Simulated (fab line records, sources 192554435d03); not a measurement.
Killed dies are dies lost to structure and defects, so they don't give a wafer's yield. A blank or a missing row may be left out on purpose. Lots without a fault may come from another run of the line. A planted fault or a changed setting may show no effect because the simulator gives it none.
Which tool did it? | flow n5_finfet | 14 lots, 40 wafers sampled, at 4 steps of a route of 1938

WHAT THE GAUGES READ, wafer by wafer
The record holds no reading of a measuring or inspecting step that can be judged against a usual standard deviation.

WHICH TOOL RAN EACH LOT (tool, then ch and the chambers of the sampled wafers, then the start)
lot  | N5_MOL_CONTACT_COAG_CMP_52    | N5_BEOL_M0_SAQP_HM_DEP_02    | N5_BEOL_M0_SAQP_PECVD_97       | N5_BEOL_M0_SAQP_DEVELOP_13
L177 | cmp-04 ch 0,2,3, day 5 16:23  | pvd_sputter-01, day 6 16:53  | pecvd-04 ch 0,1, day 6 17:05   | litho_track-05 ch 0, day 6 17:38
L178 | cmp-03 ch 1,3, day 6 01:09    | pvd_sputter-01, day 6 16:59  | pecvd-01 ch 0,1, day 6 17:11   | litho_track-04 ch 0, day 6 17:49
L179 | cmp-03 ch 1,2,3, day 6 07:32  | pvd_sputter-01, day 6 17:19  | pecvd-04 ch 0,1,2, day 6 17:31 | litho_track-02 ch 0, day 6 17:57
L182 | cmp-03 ch 0,2,3, day 6 17:52  | pvd_sputter-02, day 6 23:54  | pecvd-01 ch 0,1,2, day 7 00:06 | litho_track-04 ch 0, day 7 00:32
L189 | cmp-03 ch 1,2,3, day 8 18:51  | pvd_sputter-02, day 8 23:02  | pecvd-01 ch 1,2, day 8 23:14   | litho_track-05, day 8 23:48
L190 | cmp-01 ch 0,2, day 9 04:04    | pvd_sputter-02, day 9 08:35  | pecvd-02 ch 0,1,2, day 9 08:47 | litho_track-05, day 9 09:20
L192 | cmp-04 ch 0,1,2, day 9 09:47  | pvd_sputter-03, day 9 16:07  | pecvd-02 ch 0,2, day 9 16:19   | litho_track-05 ch 0, day 9 16:52
L194 | cmp-04 ch 0,1,3, day 9 14:56  | pvd_sputter-02, day 9 19:23  | pecvd-01 ch 0,1, day 9 19:37   | litho_track-05 ch 0, day 9 20:14
L193 | cmp-01 ch 0,2, day 9 18:54    | pvd_sputter-01, day 9 22:54  | pecvd-04 ch 2, day 9 23:05     | litho_track-02 ch 0, day 9 23:39
L195 | cmp-03 ch 0,2,3, day 10 05:23 | pvd_sputter-02, day 10 09:56 | pecvd-02 ch 1,2, day 10 10:08  | litho_track-02 ch 0, day 10 10:42
L196 | cmp-03 ch 1,2,3, day 10 09:40 | pvd_sputter-03, day 10 15:36 | pecvd-04 ch 0,2, day 10 15:50  | litho_track-02 ch 0, day 10 16:27
L197 | cmp-01 ch 0,2,3, day 10 12:07 | pvd_sputter-02, day 10 18:26 | pecvd-04 ch 0,2, day 10 18:40  | litho_track-05 ch 0, day 10 19:09
L198 | cmp-04 ch 2,3, day 10 19:21   | pvd_sputter-03, day 10 23:02 | pecvd-04 ch 0,2, day 10 23:18  | litho_track-04 ch 0, day 10 23:46
L199 | cmp-04 ch 0,2, day 11 03:06   | pvd_sputter-01, day 11 06:58 | pecvd-02 ch 1,2, day 11 07:10  | litho_track-02 ch 0, day 11 07:45
- N5_MOL_CONTACT_COAG_CMP_52: polishes, stops on SiO2, t overpolish 1.5 s, target thk 66.5 nm.
- N5_BEOL_M0_SAQP_HM_DEP_02: deposits TiN, target thk 12 nm.
- N5_BEOL_M0_SAQP_PECVD_97: deposits SiNx from SiH4/NH3/N2, target thk 23 nm, time 19.9 s.
- N5_BEOL_M0_SAQP_DEVELOP_13: develop time 30 s.

WHAT THE TOOLS THEMSELVES READ (means of the sampled wafers that have a number; where no wafer has one, the mark that the record gives instead)
N5_MOL_CONTACT_COAG_CMP_52. Usual: motor_current_A 12.2 A, standard deviation 1.1; overpolish_run_s 1.500 s, standard deviation 0.0087; time_to_endpoint_s 12.0 s, standard deviation 2.3.
lot  | tool   | motor_current_A (A) | overpolish_run_s (s) | time_to_endpoint_s (s) | flag
L177 | cmp-04 | 12.0                | 1.508                | 9.9                    |
L178 | cmp-03 | 13.3                | 1.504                | 10.4                   |
L179 | cmp-03 | 12.7                | 1.496                | 10.8                   |
L182 | cmp-03 | 11.3                | 1.503                | 9.0                    |
L189 | cmp-03 | 12.9                | 1.500                | 10.1                   |
L190 | cmp-01 | 12.0                | 1.493                | 13.6                   |
L192 | cmp-04 | 11.6                | 1.506                | 13.2                   |
L194 | cmp-04 | 11.8                | 1.505                | 11.5                   |
L193 | cmp-01 | 11.9                | 1.502                | 15.2                   |
L195 | cmp-03 | 11.8                | 1.494                | 11.0                   |
L196 | cmp-03 | 12.9                | 1.494                | 12.9                   |
L197 | cmp-01 | 12.1                | 1.497                | 13.4                   |
L198 | cmp-04 | 12.2                | 1.510                | 10.3                   |
L199 | cmp-04 | 11.7                | 1.502                | 13.8                   |

N5_BEOL_M0_SAQP_HM_DEP_02. Usual: throttle_valve_pct 30.0 %, standard deviation 0.81.
lot  | tool           | throttle_valve_pct (%) | flag
L177 | pvd_sputter-01 | 29.9                   |
L178 | pvd_sputter-01 | 29.7                   |
L179 | pvd_sputter-01 | 30.1                   |
L182 | pvd_sputter-02 | 30.0                   |
L189 | pvd_sputter-02 | 29.8                   |
L190 | pvd_sputter-02 | 29.7                   |
L192 | pvd_sputter-03 | 31.4                   |
L194 | pvd_sputter-02 | 30.0                   |
L193 | pvd_sputter-01 | 30.4                   |
L195 | pvd_sputter-02 | 30.2                   |
L196 | pvd_sputter-03 | 31.6                   |
L197 | pvd_sputter-02 | 29.6                   |
L198 | pvd_sputter-03 | 31.1                   |
L199 | pvd_sputter-01 | 30.2                   |

N5_BEOL_M0_SAQP_PECVD_97. Usual: heater_power_w 557 W, standard deviation 57; showerhead_plenum_p_Torr 5.18 Torr, standard deviation 0.063; showerhead_vpp_V 1059 V, standard deviation 29; throttle_valve_pct 39.9 %, standard deviation 2.2.
lot  | tool     | heater_power_w (W) | showerhead_plenum_p_Torr (Torr) | showerhead_vpp_V (V) | throttle_valve_pct (%) | flag
L177 | pecvd-04 | 540                | 5.22                            | 1072                 | 43.6                   |
L178 | pecvd-01 | 504                | 5.11                            | 1042                 | 39.7                   |
L179 | pecvd-04 | 551                | 5.20                            | 1061                 | 41.7                   |
L182 | pecvd-01 | 577                | 5.12                            | 1026                 | 39.2                   |
L189 | pecvd-01 | 644                | 5.17                            | 1038                 | 39.0                   |
L190 | pecvd-02 | 544                | 5.17                            | 1095                 | 38.1                   |
L192 | pecvd-02 | 553                | 5.21                            | 1093                 | 36.9                   |
L194 | pecvd-01 | 557                | 5.16                            | 1038                 | 39.2                   |
L193 | pecvd-04 | 616                | 5.14                            | 1033                 | 39.3                   |
L195 | pecvd-02 | 471                | 5.14                            | 1074                 | 38.5                   |
L196 | pecvd-04 | 538                | 5.19                            | 1048                 | 40.2                   |
L197 | pecvd-04 | 554                | 5.23                            | 1048                 | 40.8                   |
L198 | pecvd-04 | 572                | 5.21                            | 1047                 | 40.6                   |
L199 | pecvd-02 | 519                | 5.13                            | 1083                 | 38.5                   |

N5_BEOL_M0_SAQP_DEVELOP_13. Usual: chill_plate_temp_C 22.98 C, standard deviation 0.11; developer_temp_C 23.01 C, standard deviation 0.13.
lot  | tool           | chill_plate_temp_C (C) | developer_temp_C (C) | flag
L177 | litho_track-05 | 23.04                  | 22.95                |
L178 | litho_track-04 | 22.86                  | 22.99                |
L179 | litho_track-02 | 23.09                  | 23.06                |
L182 | litho_track-04 | 23.03                  | 23.00                |
L189 | litho_track-05 | -                      | -                    | OFF
L190 | litho_track-05 | -                      | -                    | OFF
L192 | litho_track-05 | 23.03                  | 23.06                |
L194 | litho_track-05 | 23.10                  | 23.01                |
L193 | litho_track-02 | 23.08                  | 23.08                |
L195 | litho_track-02 | 22.86                  | 23.18                |
L196 | litho_track-02 | 22.89                  | 23.15                |
L197 | litho_track-05 | 23.07                  | 23.24                |
L198 | litho_track-04 | 22.99                  | 23.00                |
L199 | litho_track-02 | 23.07                  | 23.03                |

THE ANSWER, worked out from the rows above alone
Rule: a lot is off if the mean of its wafers that have a number lies more than 3 standard deviations from the usual mean. A lot without any number at a reading at which 4 lots or more have one is off too. The other lots that the step has rows for count as sound. The gauges are gone through in route order, then the tools' own readings, and for those a lot's mean is taken as printed above. The first step at which some lot is off is used, and at that step the reading that is off furthest; a lot without a number counts as furthest.
Off: L189, L190, at N5_BEOL_M0_SAQP_DEVELOP_13 (chill_plate_temp_C). Without a number there: L189, L190.
A tool fits if, at that step or a process step before it, it ran every lot that is off, and no sound lot after the first of them. None of those tried fits.

WHAT THE SIMULATOR HAD PUT IN
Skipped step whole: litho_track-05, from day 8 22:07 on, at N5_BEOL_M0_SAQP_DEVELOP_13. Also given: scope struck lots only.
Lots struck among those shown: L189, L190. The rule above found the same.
